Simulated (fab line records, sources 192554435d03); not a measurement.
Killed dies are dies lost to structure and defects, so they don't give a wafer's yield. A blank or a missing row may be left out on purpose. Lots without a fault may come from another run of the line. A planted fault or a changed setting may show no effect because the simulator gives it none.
Problem report in the 8D (eight disciplines) form, filled by code | flow n5_finfet | the parts of the form that need people (team, actions taken, sign-off) are left out

1. THE PROBLEM
spin_speed_rpm at N5_HKMG_FIN_COAT_85 reads a mean of 1539.6 rpm on 6 wafers of 2 lots; wafers without a fault read 1499.9 rpm with a standard deviation of 0.94. That is +42 standard deviations from the usual mean.
The step: time 60 s, resist thk 300 nm.
First seen on wafer L995.2, day 7 15:07, on litho_track-03. The record holds 18 wafers of 6 lots with a number at this step. Rule for "out", or "out of limits": more than 4 standard deviations from the usual mean. The other wafers with a number count as sound.

2. WHAT IT IS AND WHAT IT IS NOT
question                    | is                     | is not
which readings at this step | spin_speed_rpm         | dispense_pressure_kPa
which lots                  | L995, L996             | L981, L986, L998, L999
which wafers of those lots  | all that have a number | -
read on which tools         | litho_track-03         | litho_track-01, litho_track-04
when                        | from day 7 15:07       | up to then (6 sound wafers); but 6 sound wafers of L998, L999 came after

3. SUSPECTS, AND WHAT RULES EACH OUT
Counting: a tool at a process step up to the reading stays a suspect if it ran every lot that is out and no sound lot after the first of them.
- plasma_asher-01 at N5_HKMG_FIN_STRIP_19 (strips in N2/H2, time 360 s): ruled out as a lasting fault. Sound lots L999 ran on it after its first lot that is out, L995 (day 7 14:26).
- litho_track-03 at N5_HKMG_FIN_COAT_85 (time 60 s, resist thk 300 nm): kept. It ran every lot that is out, first L995 (day 7 15:07), and no sound lot after that; its last sound lot up to then is L981 (day 4 05:47). Its own readings are out on those wafers: spin_speed_rpm.
Left after counting: litho_track-03 at N5_HKMG_FIN_COAT_85.

4. THE CAUSE (what the simulator had put in)
Process parameter drift: litho_track-03, from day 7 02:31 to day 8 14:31, at N5_HKMG_FIN_COAT_85. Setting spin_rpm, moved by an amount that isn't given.
Counting left only this tool.

5. THE CHAIN OF EFFECTS, in route order
Each row: a reading whose mean over the struck wafers that have a number lies more than 3 standard deviations from the usual. Only readings for which the record gives a usual standard deviation are gone through. hours: the time from each lot's start at the first step in this table that gives one to its start at this step, as a median over the lots. sigmas: the change in usual standard deviations.
hours | step                | reading        | usual      | on struck wafers | change | sigmas
0     | N5_HKMG_FIN_COAT_85 | spin_speed_rpm | 1499.9 rpm | 1539.6           | +39.7  | +42
The process steps in it:
- N5_HKMG_FIN_COAT_85: time 60 s, resist thk 300 nm.
Later measuring or inspecting steps at which every struck wafer that the step has a row for has a number for every such reading, and none has moved that far: N5_BEOL_M4_RC_MEAS_101.

6. WHAT WOULD HAVE CAUGHT IT SOONER
In this record the first reading out of limits was taken at day 7 15:07, 13 hours after the fault began at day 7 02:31.
